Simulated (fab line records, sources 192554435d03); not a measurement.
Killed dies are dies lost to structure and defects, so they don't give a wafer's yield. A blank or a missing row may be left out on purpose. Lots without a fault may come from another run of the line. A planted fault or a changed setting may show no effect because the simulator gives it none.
fab line records | flow n5_finfet
record lots=11 wafers=32 last_day=18
route steps=1938 shown BEOL_M13@1659 PASSIVATION@1936
lots that met no fault: from a run of the same line without faults
start_h: hours from the record's first day to the start of the lot's first wafer shown | wait_h: hours since the lot's step before | " the same as in the row above | L1.1+2: a row that stands for several wafers | - no value, or no start given | * or withheld: withheld | < > ~ a bound
route shown NAME@n: a module of which the file shows steps, and the number in the route of the first | usual: mean/standard deviation of fault-free wafers | same: alike in all rows | chamber/n: place in a boat | sites: the reading at each site | _std_site: their standard deviation | _edge_site: outer sites' mean less inner sites' | radius_mm: how far each site lies from the wafer's centre | mask NAME#n: copy n | behind: the tool/chamber that last shaped the wafer | hold: why the lot was held/for how many hours/how that ended | device: the transistor (n, p or np) that didn't switch | end of line: the same wafers' tests at the end of the route | a step without rows: its recipe alone | killed: dies lost to structure and defects at the first sort, not the wafer's yield | map: a wafer's dies, x killed, . not, _ none there
set.NAME: the setting as run; set.NAME@STEP: as run at that earlier step | model.NAME: the simulator's own value behind a step, which no gauge read
steps of the route over a sample of lots; a table a step, a row a wafer
services: from which hour (start_h, from the record's first day; less than 0 if before it) a tool's chamber was out of use, for how many hours, and why
## steps
# step N5_BEOL_M13_ILD_DEP_00
# recipe material=SiOC target_thk_a=8379.2 temp_c=350 precursor=DEMS/O2 pressure_torr=5 rf_w=500 time_s=166.4
# usual heater_power_w=481/78 showerhead_plenum_p_Torr=5.695/0.016 throttle_valve_pct=11.8/0.35
# columns lot.wafer tool chamber start_h wait_h heater_power_w showerhead_plenum_p_Torr throttle_valve_pct
L711.1 pecvd-03 0 251.00 0.0 413 5.712 12.1
L711.4 " 2 " " 379 5.685 11.5
L711.5 " 1 " " 591 5.690 11.7
L709.2 pecvd-01 2 253.42 0.0 492 5.683 11.5
L709.3 " 0 " " 458 5.699 12.2
L709.6 " 0 " " 347 5.695 12.0
L713.1 pecvd-01 0 285.73 0.0 424 5.687 12.3
L713.2 " 2 " " 471 5.679 11.8
L713.5 " 1 " " 596 5.696 11.8
L715.2 pecvd-03 0 291.48 0.0 371 5.719 12.1
L715.3 " 1 " " 563 5.685 11.8
L715.5 " 2 " " 371 5.707 11.5
L720.3 pecvd-03 2 303.71 0.0 457 5.683 11.3
L720.6 " 1 " " 589 5.694 11.9
L719.1 pecvd-03 1 310.70 0.0 622 5.688 11.5
L719.4 " 2 " " 473 5.696 11.3
L719.5 " 1 " " 499 5.694 12.1
L726.1 pecvd-01 2 343.83 0.0 467 5.674 12.2
L726.2 " 1 " " 552 5.713 12.1
L726.4 " 1 " " 609 5.702 11.6
L728.1 pecvd-04 2 371.25 0.0 496 5.665 11.2
L728.3 " 1 " " 493 5.706 11.4
L728.5 " 2 " " 547 5.670 11.2
L731.1 pecvd-01 0 378.88 0.0 354 5.715 12.3
L731.3 " 1 " " 566 5.715 11.7
L731.4 " 1 " " 620 5.709 11.8
L729.1 pecvd-04 2 378.98 0.0 493 5.664 11.4
L729.4 " 1 " " 447 5.715 11.2
L729.5 " 1 " " 488 5.711 11.5
L732.3 pecvd-01 0 389.97 0.1 453 5.686 12.4
L732.5 " 0 " " 354 5.688 12.2
L732.6 " 1 " " 593 5.706 11.8
# step N5_BEOL_M13_ETCH_38
# recipe chemistry=CF4/N2 target=SiCN target_depth_a=675 taper_deg=2 time_s=71.9 ion_energy_ev=150 mask_material=SiO2 pressure_mtorr=40 source_w=430 bias_w=70 Ar_flow_sccm=100 cf4_flow_sccm=60 n2_flow_sccm=60
# usual bias_w=69.99/0.21 drypump_motor_current_A=5.41/0.29 mfc_ar_sccm=99.9/0.32 oes_product_au=0.81/0.096 rf_vpp_V=382.6/1.6 showerhead_plenum_p_Torr=2.22/0.057 throttle_valve_pct=15.36/0.22
# columns lot.wafer tool chamber start_h wait_h bias_w drypump_motor_current_A mfc_ar_sccm oes_product_au rf_hours_counter_h rf_vpp_V showerhead_plenum_p_Torr throttle_valve_pct
L711.1 rie_diel-05 2 255.59 - 69.96 5.69 100.1 0.91 28 382.6 2.26 15.14
L711.4 " 3 " " 69.87 5.31 100.3 0.71 183 381.9 2.18 15.50
L711.5 " 3 " " 70.23 5.31 100.4 0.71 - 383.3 2.18 15.50
L709.2 rie_diel-03 0 258.40 - 69.87 5.94 100.7 0.69 217 381.9 2.17 15.27
L709.3 " 1 " " 69.84 5.29 99.3 0.79 - 384.6 2.33 15.43
L709.6 " 0 " " 69.97 5.92 99.9 0.69 - 382.3 2.17 15.27
L713.1 rie_diel-05 0 289.94 - 69.70 4.98 99.5 0.94 22 383.4 2.26 15.42
L713.2 " 3 " " 69.92 5.32 100.1 0.70 194 382.3 2.18 15.53
L713.5 " 2 " " 70.00 5.70 100.1 0.91 - 383.4 2.25 15.14
L715.2 rie_diel-03 2 296.92 - 69.90 5.25 100.0 0.93 10 382.8 2.17 15.19
L715.3 " 1 " " 69.97 5.29 99.7 0.77 96 385.0 2.33 15.47
L715.5 " 2 " " 70.11 5.26 99.9 0.92 - 381.5 2.17 15.18
L720.3 rie_diel-03 3 309.54 - 70.15 5.14 99.5 1.30 21 384.4 2.25 15.33
L720.6 " 3 " " 69.98 5.13 99.9 0.91 - 383.9 2.25 15.33
L719.1 rie_diel-03 0 314.71 - 70.06 5.92 99.9 0.68 235 383.5 2.16 15.31
L719.4 " 3 " " 69.56 5.17 100.0 1.30 23 384.0 2.25 15.37
L719.5 " 3 " " 69.79 5.14 99.7 0.91 - 383.1 2.25 15.33
L726.1 rie_diel-06 0 348.57 - 69.94 5.09 100.2 0.71 197 384.5 2.28 15.48
L726.2 " 3 " " 69.73 5.31 99.5 0.68 218 382.2 2.19 15.75
L726.4 " 2 " " 70.33 5.92 100.0 0.71 237 379.9 2.18 15.89
L728.1 rie_diel-06 1 376.08 - 69.68 5.43 99.9 0.85 53 384.8 2.24 15.30
L728.3 " 2 " " 70.29 5.91 100.0 0.70 245 382.5 2.18 15.92
L728.5 " 2 " " 70.42 5.91 99.8 0.70 - 381.0 2.18 15.91
L731.1 rie_diel-05 0 381.98 - 70.13 5.01 100.0 0.89 52 384.2 2.25 15.48
L731.3 " 2 " " 69.92 5.67 99.8 0.87 61 382.2 2.24 15.20
L731.4 " 2 " " 70.04 5.68 99.7 0.88 - 383.8 2.24 15.20
L729.1 rie_diel-06 3 382.34 - 69.62 5.35 100.3 0.67 228 382.2 2.19 15.78
L729.4 " 0 " " 70.05 5.08 100.4 0.69 206 383.6 2.28 15.50
L729.5 " 3 " " 69.89 5.32 100.3 0.68 - 381.5 2.19 15.78
L732.3 rie_diel-03 3 397.76 - 69.92 5.16 100.2 0.85 49 382.6 2.24 15.39
L732.5 " 3 " " 69.90 5.18 100.2 0.86 - 382.4 2.24 15.38
L732.6 " 0 " " 70.19 5.93 99.6 0.96 - 382.5 2.16 14.90
# step N5_BEOL_M13_SPUTTER_43
# recipe material=TaN target_thk_a=150 temp_c=50 bias_v=168.6 power_w=15000 chamber_pressure_pa=0.12 time_s=24.19
# usual chamber_pressure_pa=0.12/0.00023 throttle_valve_pct=29.4/1.1
# columns lot.wafer tool chamber start_h wait_h chamber_pressure_pa throttle_valve_pct
L711.1 pvd_sputter-01 - 256.04 0.0 0.11965 29.4
L711.4 " - " " 0.11982 27.2
L711.5 " - " " 0.11985 29.7
L709.2 pvd_sputter-03 - 259.03 0.0 0.12009 29.9
L709.3 " - " " 0.12022 29.1
L709.6 " - " " 0.11993 27.3
L713.1 pvd_sputter-03 - 290.65 0.0 0.12006 27.4
L713.2 " - " " 0.11966 30.4
L713.5 " - " " 0.12025 27.4
L715.2 pvd_sputter-01 - 297.23 0.0 0.11983 29.9
L715.3 " - " " 0.12003 29.5
L715.5 " - " " 0.11982 29.9
L720.3 pvd_sputter-02 - 309.90 0.0 0.12026 31.0
L720.6 " - " " 0.12018 30.2
L719.1 pvd_sputter-01 - 315.08 0.0 0.12021 27.2
L719.4 " - " " 0.12055 29.9
L719.5 " - " " 0.12007 30.3
L726.1 pvd_sputter-03 - 350.84 0.0 0.11968 30.0
L726.2 " - " " 0.12 27.6
L726.4 " - " " 0.11986 29.2
L728.1 pvd_sputter-03 - 377.12 0.0 0.1199 27.6
L728.3 " - " " 0.11961 29.1
L728.5 " - " " 0.11993 29.6
L731.1 pvd_sputter-01 - 382.60 0.0 0.11993 30.1
L731.3 " - " " 0.11991 27.4
L731.4 " - " " 0.12006 29.9
L729.1 pvd_sputter-01 - 383.08 0.0 0.12034 27.3
L729.4 " - " " 0.11999 30.1
L729.5 " - " " 0.12015 27.0
L732.3 pvd_sputter-01 - 398.25 0.0 0.12015 27.6
L732.5 " - " " 0.12001 30.4
L732.6 " - " " 0.12 29.7
# step N5_BEOL_M13_INSPECT_55
# recipe inspect_instrument=darkfield mode=post_dep
# usual raw_defect_count=71/23
# columns lot.wafer tool chamber start_h wait_h raw_defect_count
L711.1 defect_inspect-02 - 257.23 0.0 101
L711.4 " - " " 108
L711.5 " - " " 86
L709.2 defect_inspect-01 - 260.21 0.0 71
L709.3 " - " " 58
L709.6 " - " " 95
L713.1 defect_inspect-02 - 291.84 0.0 61
L713.2 " - " " 69
L713.5 " - " " 58
L715.2 defect_inspect-01 - 298.60 0.0 53
L715.3 " - " " 60
L715.5 " - " " 65
L720.3 defect_inspect-02 - 311.40 0.0 56
L720.6 " - " " 92
L719.1 defect_inspect-01 - 316.27 0.0 78
L719.4 " - " " 66
L719.5 " - " " 74
L726.1 defect_inspect-02 - 352.03 0.0 79
L726.2 " - " " 56
L726.4 " - " " 48
L728.1 defect_inspect-02 - 378.31 0.0 66
L728.3 " - " " 71
L728.5 " - " " 31
L731.1 defect_inspect-02 - 383.80 0.0 58
L731.3 " - " " 61
L731.4 " - " " 45
L729.1 defect_inspect-01 - 384.31 0.0 158
L729.4 " - " " 99
L729.5 " - " " 119
L732.3 defect_inspect-02 - 399.44 0.0 96
L732.5 " - " " 61
L732.6 " - " " 86
# step N5_PASSIVATION_PROBE_49
# usual defect_limited_yield=91.3/1.4 killed_at_M0_to_M3=36/11 killed_at_M4_up=13/5.2 killed_at_contacts=13/6.5 killed_at_front_end=37/11 killed_at_other=3.6/2.9 killed_dies=103/17 killed_open=68/12 killed_short=33/7.3 sort_bin_5_function=5.2/0.91 sort_bin_6_memory=3.2/0.67 sort_bin_8_speed=0.00/0.0099 sort_n_pass=1077/17 sort_yield_pct=91.3/1.4
# same gross_dies=1180 killed_at_back_side=0 sort_bin_4_leakage[%]=0
# columns lot.wafer tool chamber start_h wait_h defect_limited_yield[%] killed_at_M0_to_M3 killed_at_M4_up killed_at_contacts killed_at_front_end killed_at_other killed_dies killed_open killed_short sort_bin_5_function[%] sort_bin_6_memory[%] sort_bin_8_speed[%] sort_n_pass sort_yield_pct[%]
L720.3 prober-01 - 337.56 0.1 92.3 30 10 8 33 10 91 53 37 4.7 2.9 0 1089 92.3
L720.6 prober-01 - 337.71 0.3 90.4 36 16 12 47 2 113 75 37 5.3 3.7 0 1067 90.4
L719.1 prober-01 - 341.32 0.0 87.3 47 7 12 81 3 150 99 51 7.5 5.1 0 1030 87.3
L719.4 prober-01 - 341.47 0.2 89.6 38 21 5 56 3 123 77 45 6.2 3.9 0 1057 89.6
L719.5 prober-01 - 341.52 0.2 90.4 46 16 4 36 11 113 75 38 5.8 3.5 0 1067 90.4
# killed by level:class
L720.3 BEOL_M0_SAQP:geometric_particle:short=12 FIN_SAQP:geometric_particle:open=11 BEOL_M0_SAQP:geometric_particle:open=7 GATE_CUT:geometric_particle:short=6 MOL_CONTACT_COAG:geometric_particle:open=6 BEOL_M3:geometric_particle:open=5 MIM_TOP_ETCH:geometric_particle:short=5 GATE_CUT:geometric_particle:open=4
L720.6 FIN_SAQP:geometric_particle:open=15 BEOL_M4:geometric_particle:open=11 BEOL_M0_SAQP:geometric_particle:open=10 STI_FIN_REVEAL:geometric_particle:open=10 MOL_CONTACT_COAG:geometric_particle:open=8 BEOL_M0_SAQP:geometric_particle:short=7 FIN_SAQP:geometric_particle:short=6 BEOL_M1:geometric_particle:open=6
L719.1 STI_FIN_REVEAL:geometric_particle:open=37 FIN_SAQP:geometric_particle:open=13 BEOL_M0_SAQP:geometric_particle:short=12 BEOL_M0_SAQP:geometric_particle:open=10 BEOL_M2:geometric_particle:open=10 MOL_CONTACT_COAG:geometric_particle:open=9 GATE_CUT:geometric_particle:short=8 STI_FIN_REVEAL:geometric_particle:short=7
L719.4 FIN_SAQP:geometric_particle:short=13 STI_FIN_REVEAL:geometric_particle:open=13 FIN_SAQP:geometric_particle:open=12 BEOL_M4:geometric_particle:open=10 BEOL_M2:geometric_particle:open=9 BEOL_M0_SAQP:geometric_particle:short=8 BEOL_M0_SAQP:geometric_particle:open=7 BEOL_M1:geometric_particle:short=6
L719.5 BEOL_M2:geometric_particle:open=16 STI_FIN_REVEAL:geometric_particle:open=13 FIN_SAQP:geometric_particle:short=7 BEOL_M4:geometric_particle:open=7 BEOL_M2:geometric_particle:short=6 BEOL_M3:geometric_particle:open=6 FIN_SAQP:geometric_particle:open=5 BEOL_M0_SAQP:geometric_particle:open=5
## services
# columns tool chamber start_h hours kind
rie_diel-06 2 227.03 16.7 repair
pecvd-01 2 232.52 6.1 repair
pvd_sputter-02 - 239.55 2.6 repair
rie_diel-03 2 249.30 - clean
rie_diel-03 2 249.30 - consumable_replace:focus_ring
rie_diel-03 2 249.30 16.8 scheduled_down
rie_diel-03 - 252.99 2.8 pm
rie_diel-03 3 257.10 10.3 repair
pecvd-01 - 261.97 1.2 repair
pecvd-04 1 274.60 19.2 repair
rie_diel-03 0 275.51 4.4 repair
rie_diel-03 - 281.98 0.1 repair
rie_diel-06 0 287.29 12.3 repair
rie_diel-05 2 295.07 17.0 repair
pvd_sputter-01 - 306.96 5.3 repair
pecvd-04 - 312.91 0.8 repair
rie_diel-05 2 316.07 4.0 repair
rie_diel-03 3 317.28 3.7 repair
pecvd-01 0 319.29 2.1 scheduled_down
pecvd-03 1 341.80 5.4 repair
pvd_sputter-01 - 347.23 7.8 repair
pvd_sputter-01 - 365.53 1.5 repair
rie_diel-05 1 370.48 4.3 repair
rie_diel-05 1 375.69 6.9 repair
## key
first_sign step=N5_BEOL_M13_ETCH_38 reading=oes_product_au direction=up sigmas=5.1 usual=0.81 struck=1.30
effect none on later readings
met_at N5_BEOL_M13_ETCH_38
struck_lots L719,L720
struck_wafers L719.4,L720.3
not_acting_at N5_BEOL_M13_ILD_DEP_00,N5_BEOL_M13_SPUTTER_43,N5_BEOL_M13_INSPECT_55
onset_between 296.92 309.54
fault kind=process_parameter_drift tool=rie_diel-03 chamber=- onset_h=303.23 steps=N5_BEOL_M13_ETCH_38 channel=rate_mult offset=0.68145 shape=step end_h=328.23 scope=struck_wafers_only
